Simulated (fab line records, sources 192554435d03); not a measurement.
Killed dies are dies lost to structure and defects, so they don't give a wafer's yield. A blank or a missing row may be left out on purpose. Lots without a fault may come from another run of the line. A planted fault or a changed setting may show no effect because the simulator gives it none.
Chamber matching | flow n5_finfet | N5_MOL_CONTACT_COAG_VIA_ETCH_117 on rie_diel-01: 4 sister chambers
The step etches SiO2 in C4F6/O2, target depth 40 nm, overetch 8 nm, time 26 s. 14 wafers are shown with their chamber, then 7 later ones without.

WAFERS WITH THEIR CHAMBER
wafer  | chamber | throttle_valve_pct (%) | drypump_motor_current_A (A) | rf_vpp_V (V)
L075.2 | 3       | 40.0                   | 5.26                        | 1543
L075.3 | 0       | 41.0                   | 5.35                        | 1586
L075.5 | 2       | 40.9                   | 5.79                        | 1570
L076.3 | 2       | 40.9                   | 5.76                        | 1572
L076.4 | 0       | 41.1                   | 5.33                        | 1585
L076.5 | 2       | 40.9                   | 5.77                        | 1571
L080.3 | 2       | 40.9                   | 5.77                        | 1570
L080.4 | 2       | 40.9                   | 5.77                        | 1570
L080.5 | 1       | 40.7                   | 5.63                        | 1603
L083.1 | 0       | 41.1                   | 5.34                        | 1587
L083.4 | 1       | 40.7                   | 5.64                        | 1604
L083.5 | 3       | 40.0                   | 5.24                        | 1546
L095.3 | 1       | 40.7                   | 5.64                        | 1602
L095.4 | 3       | 40.0                   | 5.27                        | 1542

SIGNATURES (means of the wafers above)
reading                 | chamber 0 | chamber 1 | chamber 2 | chamber 3 | scatter within a chamber
throttle_valve_pct      | 41.067    | 40.700    | 40.900    | 40.000    | 0.0258
drypump_motor_current_A | 5.3400    | 5.6367    | 5.7720    | 5.2567    | 0.011
rf_vpp_V                | 1586.00   | 1603.00   | 1570.60   | 1543.67   | 1.26
Rule: a wafer's distance from a chamber is the root of the sum, over the readings, of the square of ((its reading less the chamber's mean) divided by the reading's scatter). The wafer belongs to the nearest chamber; if the next one is less than 2 further off, it can't be placed. The scatter: the root of (the sum of the squares of (reading less its chamber's mean) over the shown wafers, divided by (wafers less chambers)).

WAFERS WITHOUT THEIR CHAMBER
wafer  | throttle_valve_pct (%) | drypump_motor_current_A (A) | rf_vpp_V (V)
L095.5 | 40.7                   | 5.61                        | 1602
L096.2 | 40.0                   | 5.25                        | 1543
L096.3 | 41.1                   | 5.32                        | 1585
L096.5 | 41.1                   | 5.33                        | 1585
L097.2 | 41.1                   | 5.34                        | 1585
L097.4 | 40.7                   | 5.65                        | 1604
L097.6 | 40.7                   | 5.63                        | 1604

WHICH CHAMBER EACH WENT THROUGH
wafer  | from the rows above | in truth
L095.5 | 1                   | 1
L096.2 | 3                   | 3
L096.3 | 0                   | 0
L096.5 | 0                   | 0
L097.2 | 0                   | 0
L097.4 | 1                   | 1
L097.6 | 1                   | 1
Placed correctly: 7 of 7. Can't be placed from these rows: 0. Placed wrongly: 0.
